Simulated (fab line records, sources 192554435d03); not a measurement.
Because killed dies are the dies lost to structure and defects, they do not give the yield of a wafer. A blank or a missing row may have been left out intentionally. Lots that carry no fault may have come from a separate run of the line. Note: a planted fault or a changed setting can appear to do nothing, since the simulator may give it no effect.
The tool behind it: which one?	flow n5-finfet	24 lots, 72 wafers sampled, at 6 steps of a route of 1938

== WHAT THE GAUGES READ, wafer by wafer ==
No reading from a measuring or inspecting step in the record can be judged against a usual standard deviation.

== WHAT TOOL EACH LOT RAN ON (gives the tool, then ch and the chambers of the sampled wafers, and finally the start) ==
lot	N5_BEOL_M4_SPUTTER_96	N5_BEOL_M5_STRIP_91	N5_BEOL_M5_CURE_80	N5_BEOL_M5_ALD_86	N5_BEOL_M5_SPUTTER_88	N5_BEOL_M5_ANNEAL_89
L074	pvd-sputter-03, day 8 00:01	rie-diel-06 ch 1,2,3, day 8 09:04 or earlier	uv-cure-01 ch 0, day 8 09:04	ald-metal-01 ch 0,1,2, day 8 09:40	pvd-sputter-03, day 8 13:43	pvd-sputter-03, day 8 13:47
L077	pvd-sputter-01, day 8 12:46	rie-diel-01 ch 0,1,3, day 8 19:20 or earlier	uv-cure-03 ch 2, day 8 19:20	ald-metal-04 ch 0,1, day 8 19:43	pvd-sputter-01, day 8 23:32	pvd-sputter-01, day 8 23:37
L076	pvd-sputter-03, day 8 16:38	rie-diel-03 ch 0,2,3, day 8 22:37 or earlier	uv-cure-01 ch 2, day 8 22:37	ald-metal-01 ch 0,1,3, day 8 23:13	pvd-sputter-03, day 9 03:16	pvd-sputter-03, day 9 03:21
L075	pvd-sputter-03, day 8 22:53	rie-diel-03 ch 1,3, day 9 04:17 or earlier	uv-cure-02 ch 1, day 9 04:17	ald-metal-01 ch 1,2,3, day 9 04:41	pvd-sputter-03, day 9 08:50	pvd-sputter-03, day 9 08:55
L078	pvd-sputter-02, day 9 02:17	rie-diel-01 ch 0,2,3, day 9 08:48 or earlier	uv-cure-02 ch 0, day 9 08:48	ald-metal-01 ch 0,2, day 9 09:26	pvd-sputter-02, day 9 13:20	pvd-sputter-02, day 9 13:25
L080	pvd-sputter-01, day 9 03:44	rie-diel-01 ch 0,1,2, day 9 10:49 or earlier	uv-cure-01 ch 1, day 9 10:49	ald-metal-01 ch 0,2,3, day 9 11:54	pvd-sputter-01, day 9 15:58	pvd-sputter-01, day 9 16:02
L079	pvd-sputter-02, day 9 04:10	rie-diel-03 ch 1,3, day 9 11:13 or earlier	uv-cure-01 ch 1, day 9 11:13	ald-metal-04 ch 0,1, day 9 12:05	pvd-sputter-03, day 9 16:12	pvd-sputter-03, day 9 16:17
L081	pvd-sputter-01, day 9 07:04	rie-diel-06 ch 2,3, day 9 16:22 or earlier	uv-cure-03 ch 2, day 9 16:22	ald-metal-02 ch 0,2, day 9 16:50	pvd-sputter-02, day 9 20:34	pvd-sputter-02, day 9 20:38
L082	pvd-sputter-01, day 9 19:08	rie-diel-03 ch 0,1, day 10 00:27 or earlier	uv-cure-02 ch 2, day 10 00:27	ald-metal-04 ch 0,3, day 10 00:53	pvd-sputter-03, day 10 04:44	pvd-sputter-03, day 10 04:49
L083	pvd-sputter-02, day 10 04:49	rie-diel-03 ch 0,1,3, day 10 10:26 or earlier	uv-cure-01 ch 2, day 10 10:26	ald-metal-01 ch 0,2,3, day 10 11:16	pvd-sputter-01, day 10 15:04	pvd-sputter-01, day 10 15:08
L085	pvd-sputter-02, day 10 14:39	rie-diel-01 ch 1,2, day 10 20:32 or earlier	uv-cure-03 ch 1, day 10 20:32	ald-metal-04 ch 1,3, day 10 20:57	pvd-sputter-01, day 11 00:43	pvd-sputter-01, day 11 00:47
L086	pvd-sputter-03, day 10 23:46	rie-diel-01 ch 0,2,3, day 11 06:38 or earlier	uv-cure-03 ch 1, day 11 06:38	ald-metal-04 ch 0,2,3, day 11 07:42	pvd-sputter-02, day 11 11:54	pvd-sputter-02, day 11 11:59
L084	pvd-sputter-03, day 11 07:25	rie-diel-01 ch 0,3, day 11 15:17 or earlier	uv-cure-03 ch 1, day 11 15:17	ald-metal-02 ch 1,2,3, day 11 16:24	pvd-sputter-01, day 11 20:11	pvd-sputter-01, day 11 20:16
L087	pvd-sputter-02, day 11 08:34	rie-diel-06 ch 1,3, day 11 16:10 or earlier	uv-cure-02 ch 0, day 11 16:10	ald-metal-04 ch 2,3, day 11 16:46	pvd-sputter-02, day 11 21:01	pvd-sputter-02, day 11 21:06
L088	pvd-sputter-01, day 11 08:34	rie-diel-03 ch 2,3, day 11 15:19 or earlier	uv-cure-01 ch 1, day 11 15:19	ald-metal-04 ch 0,2,3, day 11 16:15	pvd-sputter-03, day 11 20:26	pvd-sputter-03, day 11 20:31
L090	pvd-sputter-01, day 11 11:40	rie-diel-01 ch 1,2,3, day 11 21:41 or earlier	uv-cure-02 ch 2, day 11 21:41	ald-metal-04 ch 0,1,3, day 11 22:10	pvd-sputter-03, day 12 01:56	pvd-sputter-03, day 12 02:01
L089	pvd-sputter-03, day 11 15:58	rie-diel-06 ch 1,2,3, day 12 01:07 or earlier	uv-cure-01 ch 0, day 12 01:07	ald-metal-01 ch 0,1,2, day 12 01:52	pvd-sputter-02, day 12 05:45	pvd-sputter-02, day 12 05:50
L091	pvd-sputter-01, day 12 05:50	rie-diel-01 ch 0,2, day 12 12:53 or earlier	uv-cure-02 ch 0, day 12 12:53	ald-metal-01 ch 0,1,2, day 12 13:20	pvd-sputter-03, day 12 17:10	pvd-sputter-03, day 12 17:14
L092	pvd-sputter-02, day 12 13:59	rie-diel-06 ch 0,2,3, day 12 21:21 or earlier	uv-cure-03 ch 0, day 12 21:21	ald-metal-01 ch 0,3, day 12 21:47	pvd-sputter-01, day 13 01:32	pvd-sputter-01, day 13 01:37
L093	pvd-sputter-03, day 12 20:50	rie-diel-01 ch 0,1,3, day 13 03:31 or earlier	uv-cure-01 ch 2, day 13 03:31	ald-metal-01 ch 0,1,3, day 13 03:59	pvd-sputter-01, day 13 08:32	pvd-sputter-01, day 13 08:37
L094	pvd-sputter-02, day 12 23:53	rie-diel-03 ch 0,2,3, day 13 06:17 or earlier	uv-cure-03 ch 2, day 13 06:17	ald-metal-02 ch 0,3, day 13 06:50	pvd-sputter-03, day 13 10:44	pvd-sputter-03, day 13 10:49
L095	pvd-sputter-03, day 13 03:44	rie-diel-01 ch 1,3, day 13 11:20 or earlier	uv-cure-01 ch 0, day 13 11:20	ald-metal-01 ch 1,2,3, day 13 12:01	pvd-sputter-02, day 13 15:47	pvd-sputter-02, day 13 15:52
L096	pvd-sputter-02, day 13 06:06	rie-diel-03 ch 0,1,3, day 13 13:05 or earlier	uv-cure-03 ch 0, day 13 13:05	ald-metal-04 ch 0,2,3, day 13 14:44	pvd-sputter-01, day 13 18:29	pvd-sputter-01, day 13 18:34
L097	pvd-sputter-03, day 13 22:43	rie-diel-01 ch 2,3, day 14 05:01 or earlier	uv-cure-02 ch 1, day 14 05:01	ald-metal-04 ch 0,1, day 14 06:20	pvd-sputter-03, day 14 10:17	pvd-sputter-03, day 14 10:22
- N5_BEOL_M4_SPUTTER_96: material Cu, target thk 4.5 nm, time 8.29 s.
- N5_BEOL_M5_STRIP_91: strips in N2/H2, time 10 s.
- N5_BEOL_M5_CURE_80: cures SiCOH lowk, time 120 s.
- N5_BEOL_M5_ALD_86: deposits TaN, pulse time 2 s, purge time 3 s, co reactant purge time 2 s.
- N5_BEOL_M5_SPUTTER_88: material Cu, target thk 15 nm, time 27.62 s.
- N5_BEOL_M5_ANNEAL_89: time 1800 s.

== WHAT THE TOOLS THEMSELVES READ (means of the sampled wafers that have a number; where no wafer has one, the mark that the record gives instead) ==
N5_BEOL_M4_SPUTTER_96.
lot	tool	chuck-gas-flow-sccm (sccm)	throttle-valve-pct (%)
L074	pvd-sputter-03	1.20	29.5
L077	pvd-sputter-01	1.24	30.1
L076	pvd-sputter-03	1.26	30.8
L075	pvd-sputter-03	1.24	29.1
L078	pvd-sputter-02	1.29	29.7
L080	pvd-sputter-01	1.23	29.3
L079	pvd-sputter-02	1.26	29.9
L081	pvd-sputter-01	1.26	30.2
L082	pvd-sputter-01	1.28	29.4
L083	pvd-sputter-02	1.28	29.9
L085	pvd-sputter-02	1.30	29.5
L086	pvd-sputter-03	1.29	29.0
L084	pvd-sputter-03	1.30	29.2
L087	pvd-sputter-02	1.30	30.1
L088	pvd-sputter-01	1.30	30.0
L090	pvd-sputter-01	1.21	29.5
L089	pvd-sputter-03	1.24	29.4
L091	pvd-sputter-01	1.22	29.6
L092	pvd-sputter-02	1.25	30.0
L093	pvd-sputter-03	1.23	30.1
L094	pvd-sputter-02	1.28	30.1
L095	pvd-sputter-03	1.31	29.5
L096	pvd-sputter-02	1.26	29.6
L097	pvd-sputter-03	1.23	29.6

N5_BEOL_M5_STRIP_91.
lot	tool	drypump-motor-current-A (A)	oes-product-au (a.u.)	rf-vpp-V (V)	showerhead-plenum-p-Torr (Torr)	throttle-valve-pct (%)
L074	rie-diel-06	5.5	0.81	58.8	2.59	23.5
L077	rie-diel-01	5.7	0.77	59.7	2.54	23.5
L076	rie-diel-03	5.5	0.76	59.7	2.59	23.8
L075	rie-diel-03	5.9	0.72	59.9	2.65	24.2
L078	rie-diel-01	5.8	0.76	59.3	2.50	23.6
L080	rie-diel-01	5.7	0.70	58.2	2.52	23.6
L079	rie-diel-03	5.9	0.72	60.7	2.65	24.2
L081	rie-diel-06	5.2	0.75	59.3	2.57	23.9
L082	rie-diel-03	5.8	0.80	59.1	2.68	23.2
L083	rie-diel-03	5.7	0.77	59.9	2.66	23.8
L085	rie-diel-01	5.9	0.69	59.5	2.47	23.4
L086	rie-diel-01	5.8	0.75	58.9	2.50	23.6
L084	rie-diel-01	5.5	0.75	59.3	2.57	23.7
L087	rie-diel-06	5.7	0.83	59.9	2.59	23.3
L088	rie-diel-03	5.4	0.81	59.0	2.50	23.7
L090	rie-diel-01	6.0	0.74	58.6	2.45	23.4
L089	rie-diel-06	5.5	0.78	59.1	2.58	23.6
L091	rie-diel-01	5.8	0.68	58.3	2.47	23.7
L092	rie-diel-06	5.4	0.79	59.3	2.54	23.6
L093	rie-diel-01	5.7	0.74	59.2	2.53	23.5
L094	rie-diel-03	5.5	0.82	59.4	2.58	23.8
L095	rie-diel-01	6.0	0.73	59.1	2.49	23.3
L096	rie-diel-03	5.7	0.83	58.6	2.65	23.7
L097	rie-diel-01	6.1	0.95	60.4	2.63	23.4

N5_BEOL_M5_CURE_80.
lot	tool	lamp-power-pct (%)	wafer_temp_C_max
L074	uv-cure-01	52.33	371.1
L077	uv-cure-03	52.34	372.9
L076	uv-cure-01	52.32	372.3
L075	uv-cure-02	52.30	371.7
L078	uv-cure-02	52.27	371.9
L080	uv-cure-01	52.30	372.1
L079	uv-cure-01	52.35	372.2
L081	uv-cure-03	52.31	373.4
L082	uv-cure-02	52.35	371.6
L083	uv-cure-01	52.33	371.8
L085	uv-cure-03	52.31	372.5
L086	uv-cure-03	52.32	371.8
L084	uv-cure-03	52.28	372.3
L087	uv-cure-02	52.33	372.1
L088	uv-cure-01	52.36	372.9
L090	uv-cure-02	52.34	371.5
L089	uv-cure-01	52.29	370.8
L091	uv-cure-02	52.35	371.9
L092	uv-cure-03	52.29	371.5
L093	uv-cure-01	52.25	371.9
L094	uv-cure-03	52.32	372.8
L095	uv-cure-01	52.36	371.0
L096	uv-cure-03	52.30	371.6
L097	uv-cure-02	52.34	371.4

N5_BEOL_M5_ALD_86.
lot	tool	heater-power-w (W)	mfc-carrier-sccm (sccm)	precursor-vessel-carrier-sccm (sccm)
L074	ald-metal-01	428	1500	1002.3
L077	ald-metal-04	428	1500	999.5
L076	ald-metal-01	424	1497	1001.4
L075	ald-metal-01	458	1500	999.8
L078	ald-metal-01	427	1506	999.4
L080	ald-metal-01	407	1499	999.0
L079	ald-metal-04	426	1497	1000.1
L081	ald-metal-02	396	1500	1000.9
L082	ald-metal-04	450	1499	999.1
L083	ald-metal-01	412	1504	1000.7
L085	ald-metal-04	417	1497	999.3
L086	ald-metal-04	467	1498	1004.9
L084	ald-metal-02	400	1500	997.4
L087	ald-metal-04	481	1498	1002.5
L088	ald-metal-04	465	1499	1000.1
L090	ald-metal-04	421	1496	1000.2
L089	ald-metal-01	427	1504	997.6
L091	ald-metal-01	437	1503	1003.1
L092	ald-metal-01	397	1497	999.6
L093	ald-metal-01	420	1504	999.3
L094	ald-metal-02	387	1502	997.5
L095	ald-metal-01	445	1503	1000.4
L096	ald-metal-04	458	1497	997.8
L097	ald-metal-04	407	1501	997.6

N5_BEOL_M5_SPUTTER_88.
lot	tool	chuck-gas-flow-sccm (sccm)	throttle-valve-pct (%)
L074	pvd-sputter-03	1.23	30.3
L077	pvd-sputter-01	1.25	29.4
L076	pvd-sputter-03	1.26	30.1
L075	pvd-sputter-03	1.27	30.2
L078	pvd-sputter-02	1.21	30.1
L080	pvd-sputter-01	1.31	29.0
L079	pvd-sputter-03	1.32	29.6
L081	pvd-sputter-02	1.26	30.1
L082	pvd-sputter-03	1.26	29.2
L083	pvd-sputter-01	1.28	28.6
L085	pvd-sputter-01	1.19	30.3
L086	pvd-sputter-02	1.21	30.1
L084	pvd-sputter-01	1.27	29.2
L087	pvd-sputter-02	1.20	30.1
L088	pvd-sputter-03	1.24	29.3
L090	pvd-sputter-03	1.23	29.6
L089	pvd-sputter-02	1.25	29.6
L091	pvd-sputter-03	1.27	29.2
L092	pvd-sputter-01	1.28	30.0
L093	pvd-sputter-01	1.27	29.4
L094	pvd-sputter-03	1.20	30.6
L095	pvd-sputter-02	1.30	30.1
L096	pvd-sputter-01	1.24	30.0
L097	pvd-sputter-03	1.30	29.1

N5_BEOL_M5_ANNEAL_89.
lot	tool	heater-power-w (W)
L074	pvd-sputter-03	764
L077	pvd-sputter-01	809
L076	pvd-sputter-03	769
L075	pvd-sputter-03	795
L078	pvd-sputter-02	1001
L080	pvd-sputter-01	796
L079	pvd-sputter-03	815
L081	pvd-sputter-02	1023
L082	pvd-sputter-03	932
L083	pvd-sputter-01	844
L085	pvd-sputter-01	822
L086	pvd-sputter-02	1010
L084	pvd-sputter-01	791
L087	pvd-sputter-02	980
L088	pvd-sputter-03	876
L090	pvd-sputter-03	883
L089	pvd-sputter-02	873
L091	pvd-sputter-03	927
L092	pvd-sputter-01	800
L093	pvd-sputter-01	833
L094	pvd-sputter-03	713
L095	pvd-sputter-02	1006
L096	pvd-sputter-01	780
L097	pvd-sputter-03	944

== THE ANSWER, worked out from the rows above alone ==
Rule: what is usual is taken from the lots themselves. The widest of any qualifying gaps counts: lots, ordered by their means at a reading, are off when they make up no more than a third of the lots, leave a main group of 4 or more, and stand apart from it by 3 or more times the standard deviation of that group's means. If all means in a main group match to the digits the tables above print for the reading, that group is not used. Also off: a lot with no number at a reading for which 4 or more lots have one. All remaining lots with rows at the step are treated as sound. After the gauges, taken in route order, come the tools' own readings; for these a lot's mean is taken, as printed above. At the first step where some lot is off, the reading lying furthest off is the one used; lots without a number count as furthest.
Across all readings shown, no lot is off: no conclusion can be drawn from this.

== WHAT THE SIMULATOR HAD PUT IN ==
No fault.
